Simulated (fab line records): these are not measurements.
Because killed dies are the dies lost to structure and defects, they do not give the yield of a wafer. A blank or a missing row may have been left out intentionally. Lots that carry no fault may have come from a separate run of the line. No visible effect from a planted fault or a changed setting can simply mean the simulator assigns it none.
Split-lot trial | flow n5 finfet | 7 lots, 21 wafers read, on a route of 1938 steps

THE SPLIT ITSELF
At N5_FIN_SAQP_PECVD_47 (deposits a-Si from SiH4/He, target thk 45 nm, time 36.3 s), the setting time s was moved away from the recipe's 36.3 s on 8 of the 21 wafers read, by -14.9% to +11.1%. All remaining wafers had this setting at the recipe value.

FROM THE SPLIT TO THE READING: what the file shows between them, 5 steps
- N5_FIN_SAQP_COAT_49: time 60 s, resist thk 100 nm (also split here: time s)
- N5_FIN_SAQP_COAT_50: time 60 s, resist thk 35 nm
- N5_FIN_SAQP_COAT_10: resist thk 90 nm
- N5_FIN_SAQP_ETCH_57: etches SiNx in CH3F/O2, target depth 32.5 nm, time 46.4 s
- N5_FIN_SAQP_ETCH_65: etches SiO2 in CF4, target depth 4 nm, time 4.4 s

THE READING
oes product au, in a.u., at N5_FIN_SAQP_MANDREL_ETCH_58 (etches a-Si in HBr/Cl2, stops on SiNx, target depth 45 nm, bt time 10 s, time 27 s). Fault-free wafers of this fab line usually give 0.695 a.u., standard deviation 0.011 a.u.

wafer  | tool, chamber at the split | time s as run, s | against the recipe | oes product au, a.u. | against lot-mates on the recipe
L074.1 | pecvd-04, 2                | 40.33            | +11.1%             | 0.735                | +0.045
L074.4 | pecvd-04, 1                | 40.33            | +11.1%             | 0.725                | +0.035
L074.5 | pecvd-04, 2                | 36.3             | recipe             | 0.690                | -
L080.2 | pecvd-03, 2                | 36.3             | recipe             | 0.704                | -
L080.4 | pecvd-03, 2                | 39.49            | +8.8%              | 0.741                | +0.037
L080.5 | pecvd-03, 1                | 39.49            | +8.8%              | 0.742                | +0.038
L081.2 | pecvd-01, 2                | 33.3             | -8.3%              | 0.670                | -0.026
L081.5 | pecvd-01, 0                | 33.3             | -8.3%              | 0.673                | -0.023
L081.6 | pecvd-01, 1                | 36.3             | recipe             | 0.696                | -
L085.3 | pecvd-03, 1                | 36.3             | recipe             | 0.688                | -
L085.4 | pecvd-03, 0                | 36.3             | recipe             | 0.699                | -
L085.6 | pecvd-03, 2                | 36.3             | recipe             | 0.702                | -
L087.1 | pecvd-03, 2                | 36.3             | recipe             | 0.688                | -
L087.2 | pecvd-03, 1                | 36.3             | recipe             | 0.698                | -
L087.4 | pecvd-03, 2                | 36.3             | recipe             | 0.700                | -
L091.1 | pecvd-01, 2                | 36.3             | recipe             | 0.699                | -
L091.2 | pecvd-01, 1                | 33.76            | -7.0%              | 0.654                | -0.051
L091.6 | pecvd-01, 2                | 36.3             | recipe             | 0.712                | -
L095.2 | pecvd-04, 2                | 36.3             | recipe             | 0.697                | -
L095.3 | pecvd-04, 0                | 30.9             | -14.9%             | 0.638                | -0.058
L095.6 | pecvd-04, 1                | 36.3             | recipe             | 0.696                | -

THE FIT
A straight line over all 21 wafers: oes product au changes by +0.00386 a.u. for each +1% of time s; r = +0.95; the points scatter about the line by 0.0084 a.u.
The same after taking each lot's own level away (the mean of its wafers on the recipe; 21 wafers): +0.00394 a.u. for each +1%; r = +0.96; scatter 0.0075 a.u.
The reading moves by 0.059 a.u. for the largest change in time s, on that fit.
From 0.6900 to 0.7055 a.u.: that is the span of the lots' own levels, equal to 1.4 times the standard deviation above.
So the lot-to-lot level changes the slope little: the two slopes agree.
Check: -0.0593 a.u. against its lot-mates is what the line predicts for one of the wafers moved furthest among these (-14.9%) when that wafer is left out of the fit. Against them it came out at -0.0585 a.u.

OTHER SPLITS APPLIED TO THESE WAFERS
These wafers also went through other splits before the reading. Each is held against what the fit with the lots' levels taken away leaves over:
other split on the same wafers          | wafers away from the commonest value | r with oes product au (lot level and that fit taken away)
N5_ZERO_LAYER_EXPOSE_08 dose mj         | 7                                    | +0.42
N5_ZERO_LAYER_DEVELOP_10 develop time s | 9                                    | +0.17
N5_WELL_APT_PEB_23 peb temp c           | 9                                    | -0.18
N5_FIN_SAQP_COAT_49 time s              | 6                                    | -0.03

THE WHOLE CHAIN: every reading that the file lists as answering this split, in the file's order
step                        | what it does                                                                       | reading                                                                           | change (the file's fit)                   | r (the file's)
N5_FIN_SAQP_PECVD_47        | deposits a-Si from SiH4/He, target thk 45 nm, time 36.3 s                          | a-Si_of_FIN_SAQP_PECVD_47.thk nm (the simulator's own value, which no gauge read) | +0.448 nm for each +1% of the setting     | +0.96
N5_FIN_SAQP_MANDREL_ETCH_58 | etches a-Si in HBr/Cl2, stops on SiNx, target depth 45 nm, bt time 10 s, time 27 s | oes product au                                                                    | +0.00409 a.u. for each +1% of the setting | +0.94
N5_FIN_SAQP_MANDREL_ETCH_58 | etches a-Si in HBr/Cl2, stops on SiNx, target depth 45 nm, bt time 10 s, time 27 s | etch.depth nm (the simulator's own value, which no gauge read)                    | +0.448 nm for each +1% of the setting     | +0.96

THE FILE'S OWN FIT
oes product au changes by +0.00409 a.u. for each +1% of time s, r = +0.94.
